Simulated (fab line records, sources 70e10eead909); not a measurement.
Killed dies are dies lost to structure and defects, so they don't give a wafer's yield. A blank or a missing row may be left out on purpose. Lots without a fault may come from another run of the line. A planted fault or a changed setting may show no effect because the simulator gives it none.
Chamber matching | flow nand_harc | NHARC_A_CONTACT_ALD_18 on ald_metal-02: 4 sister chambers
The step deposits TiN, target thk 3 nm, pulse time 1 s, ald cycles 150. 14 wafers are shown with their chamber, then 7 later ones without.

WAFERS WITH THEIR CHAMBER
wafer  | chamber | heater_power_w (W) | precursor_pulse_height_rel
L194.1 | 3       | 1022               | 1.034
L194.3 | 1       | 918                | 1.005
L194.5 | 2       | 933                | 1.011
L198.3 | 2       | 952                | 1.013
L198.4 | 1       | 925                | 0.996
L198.6 | 1       | 910                | 1.031
L199.1 | 3       | 1011               | 0.988
L199.4 | 2       | 940                | 1.012
L199.5 | 3       | 1040               | 0.947
L201.3 | 0       | 1084               | 0.993
L201.4 | 2       | 917                | 0.981
L201.5 | 3       | 998                | 1.030
L204.2 | 3       | 1029               | 0.945
L204.3 | 0       | 1078               | 0.975

SIGNATURES (means of the wafers above)
reading                    | chamber 0 | chamber 1 | chamber 2 | chamber 3 | scatter within a chamber
heater_power_w             | 1081.00   | 917.67    | 935.50    | 1020.00   | 13.5
precursor_pulse_height_rel | 0.98400   | 1.01067   | 1.00425   | 0.98880   | 0.0299
Rule: a wafer's distance from a chamber is the root of the sum, over the readings, of the square of ((its reading less the chamber's mean) divided by the reading's scatter). The wafer belongs to the nearest chamber; if the next one is less than 2 further off, it can't be placed. The scatter: the root of (the sum of the squares of (reading less its chamber's mean) over the shown wafers, divided by (wafers less chambers)).

WAFERS WITHOUT THEIR CHAMBER
wafer  | heater_power_w (W) | precursor_pulse_height_rel
L204.6 | 941                | 0.997
L205.4 | 898                | 0.971
L205.5 | 1029               | 0.989
L205.6 | 1117               | 1.013
L211.1 | 1126               | 0.978
L211.4 | 840                | 1.008
L211.6 | 1042               | 0.971

WHICH CHAMBER EACH WENT THROUGH
wafer  | from the rows above     | in truth
L204.6 | can't be placed: 2 or 1 | 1
L205.4 | can't be placed: 1 or 2 | 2
L205.5 | 3                       | 3
L205.6 | 0                       | 0
L211.1 | 0                       | 0
L211.4 | can't be placed: 1 or 2 | 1
L211.6 | can't be placed: 3 or 0 | 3
Placed correctly: 3 of 7. Can't be placed from these rows: 4 (the true chamber is among the candidates in 4). Placed wrongly: 0.
